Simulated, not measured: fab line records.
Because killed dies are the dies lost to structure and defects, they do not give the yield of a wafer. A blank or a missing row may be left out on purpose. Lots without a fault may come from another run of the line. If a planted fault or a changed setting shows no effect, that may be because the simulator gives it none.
Matching of chambers -- flow n5-finfet -- rie-diel-03 running N5_BEOL_M15_ETCH_61: 4 sister chambers
The step etches BARC in N2/H2, target depth 89 nm, overetch 26.7 nm, time 67.9 s. 4 wafers are shown with their chamber, then 12 later ones without.

WAFERS PAIRED WITH THEIR CHAMBERS
wafer,chamber,showerhead-plenum-p-Torr (Torr)
L082.5,3,2.63
L085.5,2,2.43
L083.5,1,2.52
L083.6,0,2.45

WAFERS MISSING THEIR CHAMBER
wafer,showerhead-plenum-p-Torr (Torr)
L088.2,2.62
L088.4,2.45
L088.5,2.45
L093.2,2.42
L093.3,2.52
L093.5,2.42
L096.1,2.44
L096.2,2.51
L096.5,2.42
L097.2,2.42
L097.3,2.44
L097.5,2.51

EACH ONE'S CHAMBER
wafer,from the rows above,in truth
L088.2,3,3
L088.4,0,0
L088.5,0,0
L093.2,2,2
L093.3,1,1
L093.5,2,2
L096.1,can't be placed: 2 or 0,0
L096.2,1,1
L096.5,2,2
L097.2,2,2
L097.3,can't be placed: 2 or 0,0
L097.5,1,1
10 of 12 placed correctly. These rows do not allow placing 2 (true chamber among the candidates in 2). Placed wrongly: 0.
How it was worked out, from the rows above alone: a wafer's distance from a chamber is the root of the sum, over the readings, of the square of ((its reading less the chamber's mean) divided by the reading's scatter). The wafer belongs to the nearest chamber; if the next one is less than 2 further off, it can't be placed. A chamber's mean is the mean of its shown wafers. The scatter: with one shown wafer a chamber, the root of the mean of the squares of how far each hidden wafer lies from its nearest shown one.
